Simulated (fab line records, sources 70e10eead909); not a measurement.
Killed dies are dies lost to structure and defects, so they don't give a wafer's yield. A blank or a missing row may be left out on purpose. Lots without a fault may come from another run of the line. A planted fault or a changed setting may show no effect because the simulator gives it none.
fab line records | flow nand_harc
record lots=6 wafers=18 last_day=33
route steps=1302 shown A_STAIRCASE@860 A_SGD_CUT@890 END@1302
lots that met no fault: from a run of the same line without faults
start_h: hours from the record's first day to the start of the lot's first wafer shown | wait_h: hours since the lot's step before | " the same as in the row above | L1.1+2: a row that stands for several wafers | - no value, or no start given | * or withheld: withheld | < > ~ a bound
route shown NAME@n: a module of which the file shows steps, and the number in the route of the first | usual: mean/standard deviation of fault-free wafers | same: alike in all rows | chamber/n: place in a boat | sites: the reading at each site | _std_site: their standard deviation | _edge_site: outer sites' mean less inner sites' | radius_mm: how far each site lies from the wafer's centre | mask NAME#n: copy n | behind: the tool/chamber that last shaped the wafer | hold: why the lot was held/for how many hours/how that ended | device: the transistor (n, p or np) that didn't switch | end of line: the same wafers' tests at the end of the route | a step without rows: its recipe alone | killed: dies lost to structure and defects at the first sort, not the wafer's yield | map: a wafer's dies, x killed, . not, _ none there
set.NAME: the setting as run; set.NAME@STEP: as run at that earlier step | model.NAME: the simulator's own value behind a step, which no gauge read
lots at some steps of the route; a table a step, a row a wafer
services: from which hour (start_h, from the record's first day; less than 0 if before it) a tool's chamber was out of use, for how many hours, and why
## steps
# step NHARC_A_STAIRCASE_HMDS_434
# recipe time_s=30
# step NHARC_A_STAIRCASE_COAT_435
# recipe spin_rpm=1200
# step NHARC_A_STAIRCASE_SOFTBAKE_436
# recipe temp_c=135 time_s=170
# step NHARC_A_STAIRCASE_EBR_437
# step NHARC_A_STAIRCASE_EXPOSE_438
# recipe na=0.5 dose_mj=28.97 mask_id=STAIR_REV
# step NHARC_A_STAIRCASE_PEB_439
# recipe peb_temp_c=115 peb_time_s=130
# step NHARC_A_STAIRCASE_DEVELOP_440
# recipe time_s=140
# step NHARC_A_STAIRCASE_HARDBAKE_442
# recipe temp_c=120 time_s=140
# step NHARC_A_STAIRCASE_DESCUM_443
# recipe time_s=3 o2_flow_sccm=200 ar_flow_sccm=0 bias_power_w=0 chemistry=O2
# usual drypump_motor_current_A=5.8/0.41 oes_product_au=1.005/0.013 rf_vpp_V=57.8/0.99 showerhead_plenum_p_Torr=1.94/0.092 throttle_valve_pct=11.311/0.0092
# columns lot.wafer tool chamber start_h wait_h drypump_motor_current_A oes_product_au rf_hours_counter_h rf_vpp_V showerhead_plenum_p_Torr throttle_valve_pct
L230.2 rie_diel-01 0 439.20 - 4.7 1.019 14 57.3 1.91 11.311
L230.1 " 1 " " 6.1 1.004 15 57.3 1.88 11.322
L230.6 " 2 " " 5.9 1.000 - 57.8 2.05 11.326
L231.1 rie_diel-01 1 445.58 - 6.1 0.998 20 57.1 1.88 11.302
L231.2 " 0 " " 4.7 1.011 18 59.1 1.91 11.309
L231.5 " 2 " " 5.9 1.008 - 55.6 2.05 11.314
L234.2 rie_diel-02 0 465.47 - 6.1 1.011 18 56.9 1.85 11.312
L234.4 " 1 " " 6.2 1.025 17 56.9 1.91 11.307
L234.5 " 0 " " 6.1 1.008 - 57.9 1.85 11.311
L243.2 rie_diel-02 3 544.46 - 5.5 0.986 43 58.2 2.04 11.315
L243.3 " 1 " " 6.2 1.029 45 55.7 1.91 11.306
L243.6 " 3 " " 5.5 0.982 - 59.1 2.04 11.320
L245.2 rie_diel-02 3 567.83 - 5.5 0.976 49 59.1 2.04 11.311
L245.1 " 0 " " 6.1 1.014 49 57.0 1.84 11.305
L245.3 " 1 " " 6.2 1.019 51 56.6 1.90 11.288
L253.1 rie_diel-01 0 648.15 - 4.7 0.993 29 57.0 1.89 11.301
L253.2 " 2 " " 5.9 0.978 31 58.9 2.03 11.328
L253.6 " 0 " " 4.8 0.993 - 57.6 1.89 11.303
# step NHARC_A_STAIRCASE_ETCH_444
# recipe target_depth_a=2.04e+05 time_s=6800 c4f8_flow_sccm=20 o2_flow_sccm=10 ar_flow_sccm=withheld rf_w=600 bias_w=1000 chemistry=C4F8/O2
# usual bias_w=1000/3 oes_product_au=0.937/0.019 rf_vpp_V=809/4.9
# columns lot.wafer tool chamber start_h wait_h bias_w oes_product_au rf_hours_counter_h rf_vpp_V
L230.1 rie_diel-01 2 440.23 1.0 999 0.921 16 815
L230.2 " 3 " " 1001 0.940 16 814
L230.6 " 0 " " 1000 0.935 - 805
L231.1 rie_diel-01 2 445.67 0.1 1002 0.917 18 815
L231.2 " 0 " " 1005 0.920 19 808
L231.5 " 2 " " 998 0.912 - 816
L234.4 rie_diel-02 0 465.55 0.1 999 0.937 19 803
L234.2 " 1 " " 1005 0.936 18 806
L234.5 " 0 467.44 1.9 996 0.925 - 805
L243.2 rie_diel-02 3 545.48 1.0 998 0.914 44 813
L243.3 " 0 " " 995 0.938 44 804
L243.6 " 1 " " 1000 0.941 - 807
L245.1 rie_diel-02 0 567.90 0.1 996 0.933 49 803
L245.2 " 1 " " 1002 0.933 52 807
L245.3 " 2 " " 999 0.934 53 800
L253.1 rie_diel-01 3 648.23 0.1 1001 0.934 26 813
L253.2 " 0 " " 996 0.926 30 806
L253.6 " 3 650.14 1.9 1000 0.933 - 812
# step NHARC_A_STAIRCASE_STRIP_446
# recipe power_w=1500 temp_c=250 chemistry=O2
# usual drypump_motor_current_A=5.7/0.67 heater_power_w=304/30
# columns lot.wafer tool chamber start_h wait_h drypump_motor_current_A heater_power_w rf_hours_counter_h
L230.1 plasma_asher-01 0 443.69 0.0 5.3 300 19
L230.2 " 1 " " 4.7 339 19
L230.6 " 1 " " 4.7 329 -
L231.2 plasma_asher-02 1 450.05 0.0 6.3 273 3
L231.1 " 0 " " 6.2 296 3
L231.5 " 0 " " 6.3 303 -
L234.2 plasma_asher-02 1 469.97 0.1 6.4 283 7
L234.4 " 0 " " 6.2 295 -
L234.5 " 0 " " 6.2 296 -
L243.2 plasma_asher-02 1 548.97 0.1 6.4 278 25
L243.3 " 0 " " 6.2 299 -
L243.6 " 1 " " 6.3 269 -
L245.1 plasma_asher-02 0 572.29 0.0 6.3 300 29
L245.2 " 1 " " 6.4 273 29
L245.3 " 1 " " 6.3 278 -
L253.1 plasma_asher-01 0 652.64 0.0 5.3 274 25
L253.2 " 1 " " 4.7 361 25
L253.6 " 1 " " 4.7 359 -
# step NHARC_A_STAIRCASE_STRIP_447
# recipe time_s=900 temp_c=130 chemistry=SPM
# step NHARC_A_STAIRCASE_PRECLEAN_448
# recipe time_s=* temp_c=50 bath_age_min=0 chemistry=SC1
# step NHARC_A_STAIRCASE_SRD_449
# step NHARC_A_STAIRCASE_CMP_450
# recipe target_thk_nm=200 material=SiO2
# usual motor_current_A=12.8/1.4
# columns lot.wafer tool chamber start_h wait_h motor_current_A
L230.1 cmp-03 3 444.50 - 13.9
L230.2 " 1 " " 11.4
L230.6 " 3 " " 12.9
L231.2 cmp-01 1 450.86 - 15.3
L231.1 " 3 " " 14.0
L231.5 " 1 " " 15.7
L234.2 cmp-01 0 470.72 - 12.7
L234.4 " 2 " " 13.5
L234.5 " 0 " " 13.4
L243.3 cmp-03 3 549.75 - 13.4
L243.2 " 0 " " 10.1
L243.6 " 1 " " 11.8
L245.1 cmp-01 2 573.09 - 13.4
L245.3 " 3 " " 14.1
L245.2 " 0 " " 13.2
L253.1 cmp-02 1 653.50 - 13.1
L253.2 " 0 " " 12.0
L253.6 " 1 " " 14.0
# step NHARC_A_STAIRCASE_CMP_152
# step NHARC_A_STAIRCASE_SRD_154
# step NHARC_A_STAIRCASE_ETCH_403
# recipe target_depth_a=1082 chemistry=dHF material=SiO2
# step NHARC_A_STAIRCASE_ETCHBACK_422
# recipe target_depth_a=400 over_etch_frac=0.3 time_s=74.286 ion_energy_ev=120 ch3f_flow_sccm=50 o2_flow_sccm=30 ar_flow_sccm=200 rf_w=500 bias_w=100 chemistry=CH3F/O2
# step NHARC_A_STAIRCASE_ETCH_423
# recipe target_depth_a=300 chemistry=dHF material=SiO2
# step NHARC_A_STAIRCASE_ETCHBACK_157
# recipe target_depth_a=900 over_etch_frac=0.3 time_s=167.14 ion_energy_ev=120 ch3f_flow_sccm=50 o2_flow_sccm=30 ar_flow_sccm=200 rf_w=500 bias_w=100 chemistry=CH3F/O2
# usual bias_w=100.0/0.32 drypump_motor_current_A=5.7/0.41 oes_product_au=0.98/0.031 rf_vpp_V=244.9/1.7 showerhead_plenum_p_Torr=2.50/0.11 throttle_valve_pct=20.663/0.0087
# columns lot.wafer tool chamber start_h wait_h bias_w drypump_motor_current_A oes_product_au rf_hours_counter_h rf_vpp_V showerhead_plenum_p_Torr throttle_valve_pct
L230.1 rie_diel-10 0 445.48 0.2 100.0 5.5 1.01 3 246.6 2.64 20.668
L230.2 " 2 " " 100.0 5.4 1.03 3 247.2 2.66 20.677
L230.6 " 3 " " 100.1 6.0 1.00 - 245.4 2.53 20.664
L231.1 rie_diel-01 3 451.84 0.2 100.3 5.7 1.00 22 246.0 2.61 20.663
L231.2 " 0 " " 100.3 4.8 1.01 20 244.0 2.46 20.670
L231.5 " 2 " " 99.7 5.9 1.00 - 248.4 2.63 20.665
L234.2 rie_diel-01 2 471.62 0.2 100.2 5.9 0.96 29 245.7 2.62 20.663
L234.4 " 3 " " 99.9 5.6 0.98 29 247.5 2.61 20.652
L234.5 " 3 " " 100.0 5.6 0.98 - 246.8 2.61 20.658
L243.3 rie_diel-01 2 550.63 0.1 100.1 5.9 0.93 61 246.3 2.61 20.672
L243.2 " 1 " " 99.7 6.1 0.95 52 244.1 2.40 20.679
L243.6 " 2 " " 100.0 5.8 0.92 - 247.2 2.61 20.656
L245.1 rie_diel-10 3 574.00 0.2 100.2 5.9 0.96 45 244.4 2.52 20.668
L245.3 " 0 " " 99.9 5.4 0.97 45 247.7 2.62 20.644
L245.2 " 1 " " 99.6 5.7 1.00 38 244.7 2.45 20.664
L253.2 rie_diel-01 3 654.44 0.2 99.6 5.6 1.02 30 244.3 2.58 20.656
L253.1 " 0 " " 99.8 4.7 1.00 34 242.5 2.43 20.656
L253.6 " 1 " " 99.8 6.1 1.01 - 242.7 2.39 20.679
# step NHARC_A_STAIRCASE_STRIP_475
# recipe time_s=20 o2_flow_sccm=500 ar_flow_sccm=0 bias_w=0 chemistry=O2
# step NHARC_A_STAIRCASE_DEP_471
# recipe target_thk_a=1000 temp_c=400 pressure_torr=6.5 rf_w=900 teos_flow_sccm=161.4 flow_sccm=2650 target_thk_nm=100 gas=O2 material=SiO2
# usual heater_power_w=544/120 mfc_precursor_sccm=161.4/0.45 throttle_valve_pct=15.8/0.67
# columns lot.wafer tool chamber start_h wait_h heater_power_w mfc_precursor_sccm throttle_valve_pct
L230.1 pecvd-02 1 445.74 - 433 160.9 16.6
L230.2 " 2 " " 671 161.1 14.7
L230.6 " 2 " " 516 160.7 14.7
L231.1 pecvd-02 1 452.10 - 449 161.6 16.7
L231.2 " 2 " " 554 162.3 14.6
L231.5 " 1 " " 449 161.8 16.9
L234.2 pecvd-04 2 471.93 - 721 161.2 16.5
L234.4 " 1 " " 432 161.6 15.7
L234.5 " 0 " " 448 161.9 15.8
L243.2 pecvd-04 2 550.91 - 670 161.6 16.6
L243.3 " 0 " " 378 160.6 15.8
L243.6 " 0 " " 385 160.1 15.7
L245.2 pecvd-04 1 574.35 - 346 161.4 15.8
L245.1 " 2 " " 730 161.5 16.6
L245.3 " 0 " " 454 161.0 15.9
L253.2 pecvd-01 1 654.68 - 551 161.4 15.5
L253.1 " 2 " " 536 160.5 15.8
L253.6 " 2 " " 542 161.1 16.2
# step NHARC_A_STAIRCASE_CMP_472
# recipe material=SiO2
# step NHARC_A_STAIRCASE_SRD_474
# step NHARC_A_SGD_CUT_DEP_00
# recipe target_thk_a=500 temp_c=400 target_thk_nm=50 flow_sccm=200 rf_w=450 material=SiNx
# step NHARC_A_SGD_CUT_DEHYDRATE_01
# recipe temp_c=150 time_s=120
# step NHARC_A_SGD_CUT_HMDS_02
# recipe time_s=30
# step NHARC_A_SGD_CUT_COAT_56
# recipe temp_c=260 time_s=75
# step NHARC_A_SGD_CUT_COAT_57
# recipe temp_c=225 time_s=65
# step NHARC_A_SGD_CUT_COAT_03
# recipe spin_rpm=1500 resist_thk_nm=90
# step NHARC_A_SGD_CUT_SOFTBAKE_04
# recipe temp_c=105 time_s=55
# step NHARC_A_SGD_CUT_EBR_05
# step NHARC_A_SGD_CUT_EXPOSE_06
# recipe na=1.35 dose_mj=85.59 mask_id=SGD
# step NHARC_A_SGD_CUT_PEB_07
# recipe peb_temp_c=100 peb_time_s=65
# step NHARC_A_SGD_CUT_DEVELOP_08
# recipe develop_time_s=35 dev_temp_c=23
# step NHARC_A_SGD_CUT_CD_MEAS_09
# recipe target_cd_nm=100 landing_energy_ev=500
# usual cd_nm=99.8/0.84
# columns lot.wafer tool chamber start_h wait_h cd_nm
L230.1 cd_sem-01 0 447.32 - 99.0
L230.2 " 0 " " 99.7
L230.6 " 0 " " 99.3
L231.1 cd_sem-03 0 453.60 - 100.4
L231.2 " 0 " " 100.1
L231.5 " 0 " " 99.0
L234.2 cd_sem-01 0 473.32 - 99.0
L234.4 " 0 " " 99.6
L234.5 " 0 " " 98.7
L243.2 cd_sem-03 0 552.20 - 101.1
L243.3 " 0 " " 100.9
L243.6 " 0 " " 100.2
L245.1 cd_sem-02 0 575.76 - 99.9
L245.2 " 0 " " 100.6
L245.3 " 0 " " 100.5
L253.1 cd_sem-03 0 656.04 - 99.5
L253.2 " 0 " " 100.0
L253.6 " 0 " " 98.8
# step NHARC_END_SORT_01
# recipe temp_c=25
# usual killed_at_array=58/22 killed_at_other=1.0/1.3 killed_at_periphery=5/3.4 killed_dies=64/22 killed_open=3.6/1.8 killed_short=2.4/1.7
# same gross_dies=677
# columns lot.wafer tool chamber start_h wait_h killed_at_array killed_at_other killed_at_periphery killed_dies killed_open killed_short
L243.2 prober-02 0 678.23 2.8 179 1 1 181 4 0
L243.3 prober-02 0 679.02 3.1 163 0 3 166 5 1
L243.6 prober-02 0 681.41 4.0 180 0 2 182 2 2
L245.1 prober-02 0 702.73 2.5 166 4 4 174 2 2
L245.2 prober-02 0 703.54 2.8 162 0 5 167 3 0
L245.3 prober-02 0 704.35 3.1 170 3 4 177 4 4
# killed by level:class
L243.2 A_STAIRCASE:unspecified=86 A_CHANNEL_HOLE_D1:chamber_film_flake=34 A_SLIT:chamber_film_flake=30 A_CHANNEL_HOLE_D2:chamber_film_flake=18 A_DECK1_JOINT:chamber_film_flake=2 A_M0:chamber_film_flake=2 A_M1:chamber_film_flake=2 P_CONTACT:geometric_particle:open=1
L243.3 A_STAIRCASE:unspecified=93 A_CHANNEL_HOLE_D1:chamber_film_flake=27 A_SLIT:chamber_film_flake=21 A_CHANNEL_HOLE_D2:chamber_film_flake=13 A_WL_FILL:chamber_film_flake=4 A_ONON_D1:geometric_particle:open=2 P_GATE:geometric_particle:short=1 P_CONTACT:geometric_particle:open=1
L243.6 A_STAIRCASE:unspecified=81 A_SLIT:chamber_film_flake=32 A_CHANNEL_HOLE_D1:chamber_film_flake=30 A_CHANNEL_HOLE_D2:chamber_film_flake=21 A_M1:chamber_film_flake=5 A_CONTACT:chamber_film_flake=3 A_WL_FILL:chamber_film_flake=3 A_CHANNEL_FILL_D1:chamber_film_flake=2
L245.1 A_STAIRCASE:unspecified=97 A_CHANNEL_HOLE_D1:chamber_film_flake=33 A_SLIT:chamber_film_flake=25 A_CONTACT:chamber_film_flake=6 THIN_TSV:chamber_film_flake=4 P_M2:chamber_film_flake=2 A_ONON_D2:geometric_particle:open=1 A_CHANNEL_FILL_D2:geometric_particle:short=1
L245.2 A_STAIRCASE:unspecified=85 A_CHANNEL_HOLE_D1:chamber_film_flake=34 A_SLIT:chamber_film_flake=33 A_CONTACT:chamber_film_flake=7 P_CONTACT:geometric_particle:open=2 P_M2:chamber_film_flake=2 A_M1:geometric_particle:open=1 P_ZERO_WELL:chamber_film_flake=1
L245.3 A_STAIRCASE:unspecified=87 A_CHANNEL_HOLE_D1:chamber_film_flake=35 A_SLIT:chamber_film_flake=32 A_STAIRCASE:chamber_film_flake=3 THIN_TSV:chamber_film_flake=3 P_M2:chamber_film_flake=2 A_DECK1_JOINT:chamber_film_flake=2 A_CONTACT:chamber_film_flake=2
# map L243.6 (x killed, . not)
____________.____________
_________......._________
_______..........._______
______.............______
_____..............._____
____...x..x..........____
____.x......x........____
___...................___
___x..................___
__..........x..........__
__.........x...........__
_.........x............._
_.......x..............._
_......................._
_x......................_
_...xx.................._
.x.x.x...................
..xxxxxxx........x.......
..xxx.xx...........xxxx..
.xxxxx............xxxxx..
.xx.xxx.x........xxxxxx..
_..xxx.......x..xxxxxxx._
_..xxx.......x..xxxxxxx._
_.xxxxxx..x.x...xxxxxxxx_
_..xxxx....xx...xxxxxxxx_
_xxxx.x...xx.x.xxxxxxxxx_
__xxx.x...x..xxxxxxxxxx__
__xxxxx.....x..xxxxxxxx__
___xxx....x..x.xxxxxxx___
___..........xx.xxxxxx___
____........xx....xxx____
____.......x..x..x...____
_____........x.....x_____
______.............______
_______..........._______
_________......._________
____________.____________
# map L245.3 (x killed, . not)
____________.____________
_________......._________
_______..........._______
______........x....______
_____x.............._____
____.................____
____........x......x.____
___................x..___
___...................___
__x................x...__
__.....................__
_.............x...x....._
_...........x.x........._
_....x......x..........._
_.xx........xx.........._
_...........xx.xx.....x._
...........xxxxx.........
........x..x.xxx.........
..........xxxxxx..xxx....
...........xxxxx...xxxx..
.........x.x...xxxxxxx.x.
_...........xxxxxxxxxx.._
_..........xxx.xxxxxxxxx_
_.........xxxxxxxxxxxxxx_
_.......x..xxx.xxxxxxxxx_
_..........x.xxxxxxxxxxx_
__........xxxxxxxxxxxxx__
__.........x.x.xxxxxxxx__
___........x.xxxxxxxxx___
___.........xxx.xxxxxx___
____....x....x.x.xxxx____
____......x.x.......x____
_____..x.x.........._____
______............x______
_______..........._______
_________...x..._________
____________.____________
## services
# columns tool chamber start_h hours kind
rie_diel-10 - 422.96 9.0 pm
plasma_asher-02 - 426.87 9.0 pm
rie_diel-01 0 429.08 2.5 repair
pecvd-02 0 435.75 12.1 repair
pecvd-04 0 442.72 15.3 repair
pecvd-02 0 449.84 5.2 repair
pecvd-04 - 450.66 13.0 pm
cmp-03 - 454.58 1.0 repair
cmp-03 - 456.15 4.0 pm
rie_diel-10 1 463.91 12.3 repair
cmp-03 - 471.85 0.6 repair
cmp-01 - 481.18 4.0 pm
rie_diel-10 0 498.78 5.2 repair
rie_diel-02 0 511.33 1.3 repair
plasma_asher-01 - 521.60 9.0 pm
rie_diel-02 1 551.20 4.7 repair
rie_diel-01 - 557.96 9.0 pm
rie_diel-02 - 570.74 9.0 pm
cmp-01 - 579.18 4.0 pm
pecvd-04 0 579.85 11.2 repair
plasma_asher-02 - 603.89 9.0 pm
pecvd-04 1 626.82 13.3 repair
pecvd-04 - 632.25 13.0 pm
rie_diel-01 3 636.36 2.6 repair
## key
first_sign step=NHARC_END_SORT_01 reading=killed_at_array direction=up sigmas=5.1 usual=58 struck=170
effect step=NHARC_END_SORT_01 reading=killed_dies direction=up sigmas=5.1 usual=64 struck=174
more_kills_born_at NHARC_A_STAIRCASE_STRIP_446@plasma_asher-02=529
met_at NHARC_A_STAIRCASE_STRIP_446
struck_wafers L243.2,L243.3,L243.6,L245.1,L245.2,L245.3
tester_left_out L243,L245
onset_between 469.97 548.97
also_fits NHARC_A_STAIRCASE_DESCUM_443:rie_diel-02,NHARC_A_STAIRCASE_ETCH_444:rie_diel-02,NHARC_A_STAIRCASE_DEP_471:pecvd-04
fault kind=chamber_particle_source tool=plasma_asher-02 chamber=- onset_h=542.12 steps=NHARC_A_STAIRCASE_STRIP_446 rate_per_visit_cm2=1.2589 end_h=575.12
# tester_left_out: of these lots the tester's yield and bins aren't shown, on N5 and GAA mostly nor the transistor test; their killed dies are dies lost to structure and defects alone, not to doping, threshold or leakage, so they don't give the yield
